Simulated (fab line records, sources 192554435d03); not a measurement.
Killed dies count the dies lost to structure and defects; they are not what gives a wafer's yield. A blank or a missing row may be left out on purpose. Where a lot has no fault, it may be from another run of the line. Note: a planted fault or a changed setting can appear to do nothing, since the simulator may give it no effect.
Lot-split experiment | flow n5-finfet | on a route of 1938 steps: 7 lots, 21 wafers read

THE SPLIT ITSELF
At N5_BEOL_M10_TRENCH_ETCH_37 (etches SiCOH lowk in C4F6/O2, target depth 148.83 nm, time 48 s), the setting bias-w was moved away from the recipe's 185 W on 11 of the 21 wafers read, by -14.2% to +17.6%. For the rest of the wafers, this setting stayed at what the recipe calls for.

The reading comes from the split's own step.

THE READING
rf-vpp-V, in V, at N5_BEOL_M10_TRENCH_ETCH_37 (etches SiCOH lowk in C4F6/O2, target depth 148.83 nm, time 48 s). A value of 665 V with a standard deviation of 6.4 V is what fault-free wafers of this fab line usually give.

wafer  | tool, chamber at the split | bias-w as run, W | against the recipe | rf-vpp-V, V | against lot-mates on the recipe
L074.3 | rie-diel-01, 1             | 185              | recipe             | 665         | -
L074.4 | rie-diel-01, 3             | 185              | recipe             | 661         | -
L074.5 | rie-diel-01, 2             | 185              | recipe             | 667         | -
L075.1 | rie-diel-01, 0             | 197.5            | +6.8%              | 704         | +37
L075.2 | rie-diel-01, 2             | 185              | recipe             | 667         | -
L075.3 | rie-diel-01, 3             | 197.5            | +6.8%              | 697         | +30
L082.2 | rie-diel-01, 1             | 194.3            | +5.0%              | 691         | +32
L082.4 | rie-diel-01, 3             | 185              | recipe             | 659         | -
L082.6 | rie-diel-01, 0             | 194.3            | +5.0%              | 695         | +36
L089.1 | rie-diel-04, 2             | 207.2            | +12.0%             | 728         | +74
L089.3 | rie-diel-04, 1             | 207.2            | +12.0%             | 740         | +86
L089.4 | rie-diel-04, 0             | 185              | recipe             | 654         | -
L094.2 | rie-diel-03, 3             | 174              | -5.9%              | 624         | -34
L094.3 | rie-diel-03, 1             | 185              | recipe             | 658         | -
L094.4 | rie-diel-03, 1             | 174              | -5.9%              | 627         | -31
L093.3 | rie-diel-03, 2             | 185              | recipe             | 664         | -
L093.4 | rie-diel-03, 2             | 158.8            | -14.2%             | 589         | -70
L093.6 | rie-diel-03, 3             | 185              | recipe             | 655         | -
L096.2 | rie-diel-03, 3             | 217.6            | +17.6%             | 744         | +87
L096.4 | rie-diel-03, 1             | 185              | recipe             | 657         | -
L096.5 | rie-diel-03, 0             | 217.6            | +17.6%             | 766         | +109

THE FIT
A straight line over all 21 wafers: rf-vpp-V changes by +5.53 V for each +1% of bias-w; r = +0.99; the points scatter about the line by 6.3 V.
The same after taking each lot's own level away (the mean of its wafers on the recipe; 21 wafers): +5.64 V for each +1%; r = +0.99; scatter 6.7 V.
The reading moves by 99 V for the largest change in bias-w, on that fit.
Measured against the standard deviation above, the lots' own levels, which go from 654.0 to 667.0 V, span 2.0 times it.
So the lot-to-lot level changes the slope little: the two slopes agree.
Check: +105 V against its lot-mates is what the line predicts for one of the wafers moved furthest among these (+17.6%) when that wafer is left out of the fit. Against them it came out at +87 V.
Tool readings at the split's step, against how far the setting was moved: rf-vpp-V r = +0.99.

OTHER SPLITS ON THESE WAFERS
Other splits were also applied to these wafers ahead of the reading. Each is held against what the fit with the lots' levels taken away leaves over:
other split on the same wafers     | wafers away from the commonest value | r with rf-vpp-V (lot level and that fit taken away)
N5_BEOL_M9_ILD_DEP_00 time-s       | 8                                    | +0.00
N5_BEOL_M9_TRENCH_ETCH_37 source-w | 6                                    | -0.20
N5_BEOL_M10_PEB_26 peb-time-s      | 6                                    | +0.16

THE FILE'S OWN FIT
rf-vpp-V changes by +5.63 V for each +1% of bias-w, r = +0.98.
